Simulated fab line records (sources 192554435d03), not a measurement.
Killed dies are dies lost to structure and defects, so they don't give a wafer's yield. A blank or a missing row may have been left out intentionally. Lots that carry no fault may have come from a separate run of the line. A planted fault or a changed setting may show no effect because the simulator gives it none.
Matching of chambers -- flow n5 finfet -- 4 sister chambers for N5_HKMG_FIN_ALD_91 on ald metal-01
The step deposits TiN, target thk 1 nm, pulse time 1 s, purge time 3 s. 4 wafers are shown with their chamber, then 8 later ones without.

== EACH WAFER AND ITS CHAMBER ==
wafer,chamber,heater power w (W)
L086.3,1,906
L093.1,3,942
L093.4,0,742
L094.1,2,887

== WAFERS WHOSE CHAMBER IS MISSING ==
wafer,heater power w (W)
L094.2,963
L094.5,912
L095.2,896
L095.3,708
L095.4,951
L097.2,960
L097.4,902
L097.5,973

== CHAMBER TAKEN BY EACH ==
wafer,from the rows above,in truth
L094.2,can't be placed: 3 or 1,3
L094.5,can't be placed: 1 or 2 or 3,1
L095.2,can't be placed: 2 or 1 or 3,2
L095.3,0,0
L095.4,can't be placed: 3 or 1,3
L097.2,can't be placed: 3 or 1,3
L097.4,can't be placed: 1 or 2 or 3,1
L097.5,can't be placed: 3 or 1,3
Correctly placed: 1 of 8. These rows do not allow placing 7 (true chamber among the candidates in 7). Placed wrongly: 0.
How it was worked out, from the rows above alone: a wafer's distance from a chamber is the root of the sum, over the readings, of the square of ((its reading less the chamber's mean) divided by the reading's scatter). The wafer belongs to the nearest chamber; if the next one is less than 2 further off, it can't be placed. For every chamber, the mean is computed from those of its wafers that are shown. The scatter: root of mean squared gap, hidden wafer to nearest shown wafer, with one shown wafer a chamber.
